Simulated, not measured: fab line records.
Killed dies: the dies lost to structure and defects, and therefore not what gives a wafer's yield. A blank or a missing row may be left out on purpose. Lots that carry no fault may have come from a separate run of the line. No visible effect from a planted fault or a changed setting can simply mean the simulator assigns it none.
Split-lot experiment -- flow n5 finfet -- on a route of 1938 steps: 7 lots, 21 wafers read

== THE SPLIT ==
At N5_BEOL_M5_COAT_05 (resist thk 30 nm), the setting spin rpm was moved away from the recipe's 1500 rpm on 11 of the 21 wafers read, by -4.5% to +9.5%. For the rest of the wafers, this setting stayed at what the recipe calls for.

The reading is taken at the split's own step.

== THE READING ==
CAR-EUV_of_BEOL_M5_COAT_05.thk nm (the simulator's own value, which no gauge read), in nm, at N5_BEOL_M5_COAT_05 (resist thk 30 nm). The file does not state a usual value for it. Here, 10 wafers ran the recipe; their average is 30.0 nm with a standard deviation of 0.14 nm.

wafer,"tool, chamber at the split","spin rpm as run, rpm",against the recipe,"CAR-EUV_of_BEOL_M5_COAT_05.thk nm, nm",against lot-mates on the recipe
L074.1,"litho track-03, 0",1500,recipe,30.2,-
L074.4,"litho track-03, 0",1500,recipe,30.2,-
L074.5,"litho track-03, 0",1500,recipe,30.2,-
L080.2,"litho track-03, 0",1433,-4.5%,30.6,+0.6
L080.6,"litho track-03, 0",1433,-4.5%,30.6,+0.6
L080.3,"litho track-03, 0",1500,recipe,30,-
L088.1,"litho track-03, 0",1581,+5.4%,29.2,no lot-mate on the recipe
L088.3,"litho track-03, 0",1581,+5.4%,29.2,no lot-mate on the recipe
L088.4,"litho track-03, 0",1581,+5.4%,29.4,no lot-mate on the recipe
L089.2,"litho track-03, 0",1500,recipe,29.8,-
L089.4,"litho track-03, 0",1643,+9.5%,28.4,-1.4
L089.5,"litho track-03, 0",1643,+9.5%,28.4,-1.4
L090.1,"litho track-02, 0",1500,recipe,30,-
L090.4,"litho track-02, 0",1454,-3.1%,30.6,+0.6
L090.6,"litho track-02, 0",1454,-3.1%,30.4,+0.4
L091.1,"litho track-03, 0",1500,recipe,30,-
L091.2,"litho track-03, 0",1500,recipe,30,-
L091.4,"litho track-03, 0",1500,recipe,30,-
L095.2,"litho track-03, 0",1576,+5.1%,29.2,-0.6
L095.4,"litho track-03, 0",1500,recipe,29.8,-
L095.5,"litho track-03, 0",1576,+5.1%,29,-0.8

FIT RESULTS
A straight line over all 21 wafers: CAR-EUV_of_BEOL_M5_COAT_05.thk nm changes by -0.158 nm for each +1% of spin rpm; r = -0.98; the points scatter about the line by 0.14 nm.
The same after taking each lot's own level away (the mean of its wafers on the recipe; 18 wafers): -0.145 nm for each +1%; r = -1.00; scatter 0.058 nm.
Per that fit: largest spin rpm move, reading shift of 1.4 nm.
The lots' own levels span 29.80 to 30.20 nm, that is 2.9 times the standard deviation above.
So the lot-to-lot level changes the slope little: the two slopes agree.
Check: for one of the wafers moved furthest among these (+9.5%), held out of the fit, the line's prediction against its lot-mates is -1.37 nm. It came out at -1.4 nm against them.

== FURTHER SPLITS ON THESE WAFERS ==
Before the reading, these wafers also passed through other splits. Each is held against what the fit with the lots' levels taken away leaves over:
other split on the same wafers,wafers away from the commonest value,r with CAR-EUV_of_BEOL_M5_COAT_05.thk nm (lot level and that fit taken away)
N5_BEOL_M4_EXPOSE_25 dose mj,2,+0.02
N5_BEOL_M5_PECVD_70 temp c,4,-0.24

== FILE'S OWN FIT ==
CAR-EUV_of_BEOL_M5_COAT_05.thk nm changes by -0.145 nm for each +1% of spin rpm, r = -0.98.
